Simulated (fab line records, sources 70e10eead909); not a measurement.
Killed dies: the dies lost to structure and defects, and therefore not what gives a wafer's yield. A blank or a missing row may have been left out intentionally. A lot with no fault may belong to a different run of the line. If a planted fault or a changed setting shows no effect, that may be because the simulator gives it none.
Struck lot and sound lot, side by side :: flow nand-harc :: 14 steps out of a route of 1302
Sound: the wafers L729.1, L729.4, L729.6. Wafers struck: L743.1, L743.3, L743.5. Last of all comes the cause.
Per side, at each step with rows, come the tool, then ch with its chambers, and then its first start. Under that, the readings that differ: sound wafers :: struck wafers :: difference of the means :: sigmas: that difference in standard deviations of wafers without a fault.
alike: readings with means less than 2 such deviations apart, plus words and numbers identical on both sides. not compared: withheld readings, readings lacking a value on some wafer, bounds such as >300 that could conceal the same value, and numbers that have no deviation in the record and whose values overlap.
A row with sigmas, a row that says differs or no value, or rows on one side alone: a step with any of these is where the two part. Numbers that don't overlap but have no deviation are shown without sigmas and don't part them. Lack of a reading on every wafer of one side parts them only where that side has two or more wafers.

NHARC_A_CHANNEL_FILL_D2_ALD_16: deposits SiO2, target thk 1.5 nm, pulse time 10 s, ald cycles 15.
  sound on ald-hk-04 ch 0,2, day 14 21:05; struck on ald-hk-03 ch 1,2,3, day 21 10:04
  alike: heater-power-w, precursor-pulse-height-rel
then, 2 steps without rows for these wafers: NHARC_A_CHANNEL_FILL_D2_ANNEAL_17 (time 1800 s); NHARC_A_CHANNEL_FILL_D2_CVD_18 (deposits poly-Si, target thk 3 nm).
NHARC_A_CHANNEL_FILL_D2_ETCHBACK_19: etches the open film in HBr/Cl2, target depth 5 nm, time 1.7 s.
  sound on rie-si-01 ch 0,1,2, day 15 08:52; struck on rie-si-02 ch 0,1,2, day 21 21:58
  alike: bias-w, drypump-motor-current-A, oes-product-au, rf-fwd-power-W, throttle-valve-pct
  not compared: rf-hours-counter-h
then, 1 step without rows for these wafers: NHARC_A_CHANNEL_FILL_D2_ETCHBACK_20 (etches the open film in C4F8/O2/Ar, target depth 27 nm, time 13.5 s).
NHARC_A_CHANNEL_FILL_D2_STRIP_28: strips in O2, time 20 s.
  sound on rie-diel-08 ch 0,1, day 15 09:05; struck on rie-diel-04 ch 0,1, day 21 22:10
  alike: drypump-motor-current-A, oes-product-au, rf-vpp-V, showerhead-plenum-p-Torr, throttle-valve-pct
  not compared: rf-hours-counter-h
then, 4 steps without rows for these wafers: NHARC_A_CHANNEL_FILL_D2_PRECLEAN_21 (cleans in dHF, time 30 s); NHARC_A_CHANNEL_FILL_D2_SRD_23; NHARC_A_CHANNEL_FILL_D2_CVD_05 (deposits poly-Si, target thk 5 nm); NHARC_A_CHANNEL_FILL_D2_ANNEAL_22 (time 7200 s).
NHARC_A_CHANNEL_FILL_D2_ALD_25: deposits SiOx, target thk 60 nm, pulse time 10 s, ald cycles 600.
  sound on ald-hk-04 ch 0,3, day 15 20:22; struck on ald-hk-04 ch 0,1,3, day 22 11:20
  alike: heater-power-w, precursor-pulse-height-rel
NHARC_A_CHANNEL_FILL_D2_ETCHBACK_08: etches the open film in C4F8, target depth 220 nm, time 110 s.
  sound on rie-diel-08 ch 0,3, day 16 01:49; struck on rie-diel-04 ch 1,2,3, day 22 15:43
reading: run-length-s (s)
sound: 131.2 131.4 131.3
struck: 144.6 144.8 144.9
difference: +13.5
sigmas: +29
  alike: oes-product-au, rf-fwd-power-W, rf-vpp-V
  not compared: rf-hours-counter-h
NHARC_A_CHANNEL_FILL_D2_STRIP_29: strips in O2, time 20 s.
  sound on rie-diel-08 ch 0,1,3, day 16 01:58; struck on rie-diel-04 ch 0,2,3
reading: rf-vpp-V (V)
sound: 55.9 57.6 56.1
struck: 59.6 58.6 58.6
difference: +2.4
sigmas: +3
  alike: drypump-motor-current-A, oes-product-au, showerhead-plenum-p-Torr, throttle-valve-pct
  not compared: rf-hours-counter-h
NHARC_END_SORT_01:
  the record has rows for the sound wafers here (prober-02 ch 0, day 25 16:15) and none for the struck ones

== WHERE THEY PART ==
Earliest at NHARC_A_CHANNEL_FILL_D2_ETCHBACK_08; latest, in this record, at NHARC_END_SORT_01.

WHY: whatever the simulator had introduced
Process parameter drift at NHARC_A_CHANNEL_FILL_D2_ETCHBACK_08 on rie-diel-04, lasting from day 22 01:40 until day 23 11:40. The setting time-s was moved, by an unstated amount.
